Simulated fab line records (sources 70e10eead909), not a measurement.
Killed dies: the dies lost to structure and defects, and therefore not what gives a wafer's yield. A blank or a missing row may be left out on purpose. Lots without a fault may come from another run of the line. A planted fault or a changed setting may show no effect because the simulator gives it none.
Struck lot and sound lot, side by side -- flow nand-harc -- 13 out of 1302 route steps
Sound: these wafers, L904.3, L904.5, L904.6. The struck wafers were L897.2, L897.4, L897.6. The cause comes at the end.
At each step with rows: each side's tool, then ch and its chambers, then its first start. Under that, the readings that differ: sound wafers -- struck wafers -- difference of the means -- sigmas: that difference in standard deviations of wafers without a fault.
alike: a reading whose means differ by less than 2 such deviations, as well as words and numbers matching on both sides. not compared: withheld readings; readings where some wafer has no value; bounds like >300 that might hide an equal value; numbers whose values overlap and for which the record gives no deviation.
A row with sigmas, a row that says differs or no value, or rows on one side alone: a step with any of these is where the two part. Numbers that have no deviation but don't overlap get no sigmas and don't part them. Lack of a reading on every wafer of one side parts them only where that side has two or more wafers.

NHARC_A_CONTACT_ETCH_139: etches the open film in C4F8/O2/Ar, time 195 s, target depth 840 nm.
  sound on har-cap-etch-01 ch 0,1, day 28 03:08; struck on har-cap-etch-01 ch 0,1, day 24 22:17
  alike: chamber-pressure-mTorr
  not compared: rf-hours-counter-h
then, 1 step without rows for these wafers: NHARC_A_CONTACT_ETCH_92 (etches the open film in CH3F/O2, target depth 40 nm, time 85.7 s).
NHARC_A_CONTACT_ETCH_98: etches the open film in C4F6/O2, target depth 20 nm, time 10 s.
  sound: rie-diel-04 ch 0,3; struck: rie-diel-07 ch 1,2
  alike: chamber-pressure-mTorr, drypump-motor-current-A, o2-flow-sccm, oes-product-au, rf-vpp-V, showerhead-plenum-p-Torr, throttle-valve-pct
  not compared: rf-hours-counter-h
NHARC_A_CONTACT_CD_MEAS_15:
  sound on cd-sem-03 at day 28 03:46; struck on cd-sem-03 at day 24 23:01
reading,sound,struck,difference,sigmas
cd-nm (nm),189.1 189.6 189.3,190.3 190.7 191.3,+1.4,+2
then, 3 steps without rows for these wafers: NHARC_A_CONTACT_STRIP_107 (strips in N2/H2); NHARC_A_CONTACT_STRIP_108 (strips in CF4/CHF3); NHARC_A_CONTACT_STRIP_109 (strips in O2/COS).
NHARC_A_CONTACT_ETCH_110: etches the open film in CF4/O2, target depth 60 nm, overetch 6 nm, time 33 s.
  sound on rie-diel-04 ch 0,1,3, day 28 04:05; struck on rie-diel-07 ch 1,2, day 24 23:28
reading,sound,struck,difference,sigmas
oes-product-au (a.u.),0.993 0.977 0.975,1.020 1.002 1.009,+0.029,+2
  alike: chamber-pressure-mTorr, drypump-motor-current-A, o2-flow-sccm, rf-vpp-V, showerhead-plenum-p-Torr, throttle-valve-pct
  not compared: rf-hours-counter-h
NHARC_A_CONTACT_STRIP_26: strips in O2.
  sound: rie-diel-04 ch 0,3; struck: rie-diel-07 ch 0,2,3
  alike: chamber-pressure-mTorr, drypump-motor-current-A, o2-flow-sccm, oes-product-au, rf-vpp-V, showerhead-plenum-p-Torr, throttle-valve-pct
  not compared: rf-hours-counter-h
then, 1 step without rows for these wafers: NHARC_A_CONTACT_STRIP_27 (strips in post etch residue remover, time 600 s).
NHARC_A_CONTACT_ALD_18: deposits TiN, target thk 3 nm, pulse time 1 s, ald cycles 150.
  sound on ald-metal-02 ch 0,2,3, day 28 04:48; struck on ald-metal-02 ch 0,1,3, day 25 00:10
  alike: heater-power-outer-w, heater-power-w, precursor-pulse-height-rel
then, 1 step without rows for these wafers: NHARC_A_CONTACT_CVD_19 (deposits W, target thk 300 nm, time 802 s).
NHARC_A_CONTACT_CMP_20: polishes, t overpolish 30 s, target thk 300 nm.
  sound on cmp-03 ch 0,1,3, day 28 05:56; struck on cmp-02 ch 0,2,3, day 25 01:15
reading,sound,struck,difference,sigmas
time-to-endpoint-s (s),59 60 57,27 34 32,-28,-9
  alike: motor-current-A, overpolish-run-s, slurry-flow-ml-min

WHERE THEY PART
Last at NHARC_A_CONTACT_CMP_20 as far as this record goes, first at NHARC_A_CONTACT_CD_MEAS_15.

WHY: the cause the simulator had injected
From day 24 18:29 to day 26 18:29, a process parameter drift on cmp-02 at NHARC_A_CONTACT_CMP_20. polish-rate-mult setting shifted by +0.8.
